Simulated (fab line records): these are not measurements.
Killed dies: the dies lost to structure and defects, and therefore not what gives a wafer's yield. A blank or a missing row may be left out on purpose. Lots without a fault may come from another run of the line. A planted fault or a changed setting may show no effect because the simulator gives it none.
Matching of chambers + flow nand_harc + NHARC_A_ZERO_WELL_DESCUM_12 on rie_diel-11: 4 sister chambers
The step chemistry O2, time 3 s. 8 wafers are shown with their chamber, then 9 later ones without.

## EACH WAFER AND ITS CHAMBER
| wafer  | chamber | drypump_motor_current_A (A) | showerhead_plenum_p_Torr (Torr) |
|--------|---------|-----------------------------|---------------------------------|
| L075.2 | 3       | 6.2                         | 1.88                            |
| L083.3 | 3       | 6.2                         | 1.87                            |
| L084.1 | 0       | 5.9                         | 1.80                            |
| L084.2 | 1       | 5.9                         | 1.90                            |
| L084.3 | 2       | 5.7                         | 1.85                            |
| L085.3 | 0       | 5.9                         | 1.80                            |
| L085.5 | 1       | 5.8                         | 1.90                            |
| L085.6 | 2       | 5.7                         | 1.85                            |

## WAFERS WITHOUT THEIR CHAMBER
| wafer  | drypump_motor_current_A (A) | showerhead_plenum_p_Torr (Torr) |
|--------|-----------------------------|---------------------------------|
| L091.2 | 5.7                         | 1.85                            |
| L091.3 | 6.2                         | 1.87                            |
| L091.4 | 5.8                         | 1.90                            |
| L095.1 | 5.9                         | 1.79                            |
| L095.3 | 5.7                         | 1.85                            |
| L095.4 | 5.9                         | 1.90                            |
| L097.3 | 5.9                         | 1.79                            |
| L097.4 | 5.9                         | 1.90                            |
| L097.5 | 6.2                         | 1.87                            |

## WHICH CHAMBER EACH ONE RAN IN
| wafer  | from the rows above | in truth |
|--------|---------------------|----------|
| L091.2 | 2                   | 2        |
| L091.3 | 3                   | 3        |
| L091.4 | 1                   | 1        |
| L095.1 | 0                   | 0        |
| L095.3 | 2                   | 2        |
| L095.4 | 1                   | 1        |
| L097.3 | 0                   | 0        |
| L097.4 | 1                   | 1        |
| L097.5 | 3                   | 3        |
Placed correctly: 9 of 9. Can't be placed from these rows: 0. Number placed wrongly: 0.
How it was worked out, from the rows above alone: a wafer's distance from a chamber is the root of the sum, over the readings, of the square of ((its reading less the chamber's mean) divided by the reading's scatter). The wafer belongs to the nearest chamber; if the next one is less than 2 further off, it can't be placed. For every chamber, the mean is computed from those of its wafers that are shown. The scatter: the root of (the sum of the squares of (reading less its chamber's mean) over the shown wafers, divided by (wafers less chambers)).
